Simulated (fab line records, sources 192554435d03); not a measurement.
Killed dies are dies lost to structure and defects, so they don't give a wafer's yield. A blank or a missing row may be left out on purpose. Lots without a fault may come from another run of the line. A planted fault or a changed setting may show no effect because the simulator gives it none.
Which tool did it? | flow n5_finfet | 13 lots, 35 wafers sampled, at 4 steps of a route of 1938

WHAT THE GAUGES READ, wafer by wafer
N5_BEOL_M6_INSPECT_30: inspects for defects (brightfield). Usual: raw_defect_count 422, standard deviation 86.
lot  | measured     | on                | raw_defect_count | flag
L918 | day 8 16:11  | defect_inspect-02 | 467 475 459      |
L920 | day 9 03:47  | defect_inspect-02 | 485 319 423      |
L922 | day 9 15:41  | defect_inspect-01 | 453 596 711      |
L921 | day 9 17:08  | defect_inspect-01 | 478 395 362      |
L925 | day 11 01:08 | defect_inspect-02 | 459 400          |
L926 | day 11 02:40 | defect_inspect-02 | 350 395 483      |
L927 | day 11 07:42 | defect_inspect-02 | 505 395 618      |
L928 | day 11 09:28 | defect_inspect-02 | 444 333 277      |
L929 | day 12 03:13 | defect_inspect-02 | 382 424          |
L931 | day 12 08:49 | defect_inspect-02 | 310 480 310      |
L932 | day 13 04:50 | defect_inspect-02 | 262 318          |
L937 | day 13 16:55 | defect_inspect-02 | 409 358 358      |
L939 | day 14 22:05 | defect_inspect-01 | 456 376          |

N5_BEOL_M7_CD_MEAS_11: target cd 38.5 nm. Usual: cd_nm 38.5 nm, standard deviation 0.61.
lot  | measured     | on        | cd_nm (nm)     | flag
L918 | day 9 00:13  | cd_sem-02 | 38.1 38.7 39.3 |
L920 | day 9 08:53  | cd_sem-03 | 39.2 37.6 38.2 |
L922 | day 9 22:22  | cd_sem-02 | 39.7 39.1 39.5 |
L921 | day 9 23:20  | cd_sem-02 | 39.5 39.0 38.8 |
L925 | day 11 07:34 | cd_sem-02 | 38.8 39.4      |
L926 | day 11 08:13 | cd_sem-02 | 38.4 38.2 39.2 |
L927 | day 11 13:13 | cd_sem-02 | 38.6 36.7 37.6 |
L928 | day 11 14:07 | cd_sem-02 | 37.8 39.1 38.3 |
L929 | day 12 08:35 | cd_sem-02 | 38.6 38.6      |
L931 | day 12 15:05 | cd_sem-03 | 37.6 39.5 37.7 |
L932 | day 13 11:58 | cd_sem-03 | 38.8 38.2      |
L937 | day 14 00:19 | cd_sem-01 | 38.8 38.7 38.5 |
L939 | day 15 05:06 | cd_sem-02 | 38.8 37.7      |

WHICH TOOL RAN EACH LOT (tool, then ch and the chambers of the sampled wafers, then the start)
lot  | N5_BEOL_M6_VIA_ETCH_34             | N5_BEOL_M7_ILD_DEP_00
L918 | rie_diel-02 ch 1,3, day 8 17:11    | pecvd-02 ch 0,1,2, day 8 21:26
L920 | rie_diel-04 ch 0,1,2, day 9 04:22  | pecvd-02 ch 0,2, day 9 07:41
L922 | rie_diel-01 ch 0,1,2, day 9 15:54  | pecvd-04 ch 0,1,2, day 9 20:26
L921 | rie_diel-04 ch 1,2,3, day 9 17:25  | pecvd-02 ch 0,1,2, day 9 21:58
L925 | rie_diel-02 ch 0,1, day 11 02:09   | pecvd-02 ch 1,2, day 11 05:20
L926 | rie_diel-04 ch 0,2,3, day 11 03:12 | pecvd-01 ch 0,2, day 11 06:30
L927 | rie_diel-02 ch 2,3, day 11 07:55   | pecvd-02 ch 1,2, day 11 11:47
L928 | rie_diel-01 ch 1,2,3, day 11 09:54 | pecvd-01 ch 0,1, day 11 12:52
L929 | rie_diel-02 ch 0,3, day 12 04:41   | pecvd-01 ch 1,2, day 12 07:24
L931 | rie_diel-01 ch 0,1, day 12 10:38   | pecvd-01 ch 0,1, day 12 13:13
L932 | rie_diel-01 ch 1, day 13 05:05     | pecvd-04 ch 0,1, day 13 08:41
L937 | rie_diel-01 ch 0,1,2, day 13 17:14 | pecvd-01 ch 0,1, day 13 21:58
L939 | rie_diel-04 ch 0,1, day 14 22:20   | pecvd-04 ch 1,2, day 15 01:07
- N5_BEOL_M6_VIA_ETCH_34: etches SiCOH lowk in C4F6/O2, target depth 126.3 nm, time 50.9 s.
- N5_BEOL_M7_ILD_DEP_00: deposits SiCOH lowk from DEMS/porogen, target thk 179.75 nm, time 33.4 s.

WHAT THE TOOLS THEMSELVES READ (means of the sampled wafers that have a number; where no wafer has one, the mark that the record gives instead)
N5_BEOL_M6_VIA_ETCH_34. Usual: chamber_pressure_mTorr 30.001 mTorr, standard deviation 0.026; drypump_motor_current_A 5.6 A, standard deviation 0.46; oes_product_au 0.81 a.u., standard deviation 0.076; rf_vpp_V 674 V, standard deviation 21; showerhead_plenum_p_Torr 2.86 Torr, standard deviation 0.082; throttle_valve_pct 20.76 %, standard deviation 0.29.
lot  | tool        | chamber_pressure_mTorr (mTorr) | drypump_motor_current_A (A) | oes_product_au (a.u.) | rf_vpp_V (V) | showerhead_plenum_p_Torr (Torr) | throttle_valve_pct (%) | flag
L918 | rie_diel-02 | 30.000                         | 5.9                         | 0.74                  | 671          | 2.81                            | 20.90                  |
L920 | rie_diel-04 | 29.982                         | 5.4                         | 0.88                  | 674          | 2.90                            | 20.68                  |
L922 | rie_diel-01 | 30.004                         | 5.6                         | 0.83                  | 693          | 2.92                            | 20.70                  |
L921 | rie_diel-04 | 30.017                         | 5.2                         | 0.90                  | 662          | 2.96                            | 20.76                  |
L925 | rie_diel-02 | 30.011                         | 5.8                         | 0.83                  | 666          | 2.75                            | 20.64                  |
L926 | rie_diel-04 | 29.979                         | 5.5                         | 0.91                  | 670          | 2.87                            | 20.81                  |
L927 | rie_diel-02 | 30.006                         | 6.2                         | 0.79                  | 694          | 2.81                            | 20.71                  |
L928 | rie_diel-01 | 30.002                         | 5.3                         | 0.83                  | 671          | 2.89                            | 20.61                  |
L929 | rie_diel-02 | 29.974                         | 6.2                         | 0.78                  | 668          | 2.80                            | 21.12                  |
L931 | rie_diel-01 | 30.020                         | 5.6                         | 0.75                  | 704          | 2.93                            | 20.70                  |
L932 | rie_diel-01 | 30.013                         | 5.5                         | 0.84                  | 710          | 2.89                            | 20.41                  |
L937 | rie_diel-01 | 30.015                         | 5.6                         | 0.78                  | 692          | 2.91                            | 20.75                  |
L939 | rie_diel-04 | 30.025                         | 5.6                         | 0.84                  | 668          | 2.88                            | 20.78                  |

N5_BEOL_M7_ILD_DEP_00. Usual: heater_power_outer_w 138 W, standard deviation 23; heater_power_w 299 W, standard deviation 33; showerhead_plenum_p_Torr 5.736 Torr, standard deviation 0.012; susceptor_temp_C 300.00 C, standard deviation 0.18; throttle_valve_pct 13.7 %, standard deviation 0.58.
lot  | tool     | heater_power_outer_w (W) | heater_power_w (W) | showerhead_plenum_p_Torr (Torr) | susceptor_temp_C (C) | throttle_valve_pct (%) | flag
L918 | pecvd-02 | 134                      | 301                | 5.739                           | 300.05               | 14.2                   |
L920 | pecvd-02 | 124                      | 281                | 5.731                           | 300.09               | 14.0                   |
L922 | pecvd-04 | 169                      | 332                | 5.730                           | 299.82               | 12.9                   |
L921 | pecvd-02 | 143                      | 313                | 5.736                           | 299.90               | 14.0                   |
L925 | pecvd-02 | 144                      | 312                | 5.747                           | 295.01               | 14.1                   | OFF
L926 | pecvd-01 | 134                      | 296                | 5.739                           | 299.90               | 13.5                   |
L927 | pecvd-02 | 115                      | 275                | 5.734                           | 295.04               | 14.2                   | OFF
L928 | pecvd-01 | 140                      | 299                | 5.742                           | 299.86               | 13.6                   |
L929 | pecvd-01 | 129                      | 292                | 5.742                           | 299.98               | 13.6                   |
L931 | pecvd-01 | 135                      | 285                | 5.749                           | 299.99               | 13.7                   |
L932 | pecvd-04 | 124                      | 258                | 5.716                           | 299.95               | 13.2                   |
L937 | pecvd-01 | 130                      | 281                | 5.745                           | 300.19               | 13.6                   |
L939 | pecvd-04 | 133                      | 308                | 5.730                           | 300.24               | 12.9                   |

THE ANSWER, worked out from the rows above alone
Rule: a lot is off if the mean of its wafers that have a number lies more than 3 standard deviations from the usual mean. A lot without any number at a reading at which 4 lots or more have one is off too. The other lots that the step has rows for count as sound. The gauges are gone through in route order, then the tools' own readings, and for those a lot's mean is taken as printed above. The first step at which some lot is off is used, and at that step the reading that is off furthest; a lot without a number counts as furthest.
Off: L925, L927, at N5_BEOL_M7_ILD_DEP_00 (susceptor_temp_C).
A tool fits if, at that step or a process step before it, it ran every lot that is off, and no sound lot after the first of them. One fits: pecvd-02 at N5_BEOL_M7_ILD_DEP_00. Its last sound lot is L921 (day 9 21:58), its first lot that is off L925 (day 11 05:20): a fault that began between those two fits.
The tool's own readings at N5_BEOL_M7_ILD_DEP_00 bear it out: on the lots that are off they differ by more than 5 times the standard deviation of the sound lots' means. susceptor_temp_C reads 295.02 C there against 300.00 C on the sound lots.

WHAT THE SIMULATOR HAD PUT IN
Process parameter drift: pecvd-02, from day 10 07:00 on, at N5_BEOL_M7_ILD_DEP_00. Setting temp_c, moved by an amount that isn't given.
Lots struck among those shown: L925, L927. The rule above found the same.
